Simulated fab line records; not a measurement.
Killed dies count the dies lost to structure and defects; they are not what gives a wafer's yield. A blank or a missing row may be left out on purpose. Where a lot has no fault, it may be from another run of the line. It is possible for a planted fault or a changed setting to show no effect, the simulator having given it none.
Matching of chambers ; flow n5-finfet ; N5_BEOL_M3_CMP_52 on cmp-04 has 4 sister chambers
The step polishes, stops on SiOC, t overpolish 6.8 s, target thk 40 nm. 4 wafers are shown with their chamber, then 12 later ones without.

EACH WAFER AND ITS CHAMBER
wafer;chamber;motor-current-A (A)
L089.2;3;7.3
L089.4;0;6.8
L089.5;2;6.6
L089.6;1;6.2

WAFERS WHOSE CHAMBER IS MISSING
wafer;motor-current-A (A)
L091.1;6.3
L091.2;6.3
L091.6;6.4
L093.4;6.5
L093.5;6.6
L093.6;7.8
L092.3;6.2
L092.4;6.3
L092.5;6.4
L097.2;8.0
L097.4;6.3
L097.6;6.4

WHICH CHAMBER EACH ONE RAN IN
wafer;from the rows above;in truth
L091.1;can't be placed: 1 or 2 or 0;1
L091.2;can't be placed: 1 or 2 or 0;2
L091.6;can't be placed: 2 or 1 or 0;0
L093.4;can't be placed: 2 or 0 or 1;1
L093.5;can't be placed: 2 or 0 or 1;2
L093.6;can't be placed: 3 or 0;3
L092.3;can't be placed: 1 or 2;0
L092.4;can't be placed: 1 or 2 or 0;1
L092.5;can't be placed: 2 or 1 or 0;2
L097.2;can't be placed: 3 or 0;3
L097.4;can't be placed: 1 or 2 or 0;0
L097.6;can't be placed: 2 or 1 or 0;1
Correct placement for 0 of the 12. Not placeable from these rows: 12 (in 11, the candidates include the true chamber). Number placed wrongly: 0.
How it was worked out, from the rows above alone: a wafer's distance from a chamber is the root of the sum, over the readings, of the square of ((its reading less the chamber's mean) divided by the reading's scatter). If the next closest chamber is less than 2 further off than the closest, the wafer can't be placed; otherwise it belongs to the closest. A chamber's mean is the mean of its shown wafers. The scatter: with one shown wafer a chamber, the root of the mean of the squares of how far each hidden wafer lies from its nearest shown one.
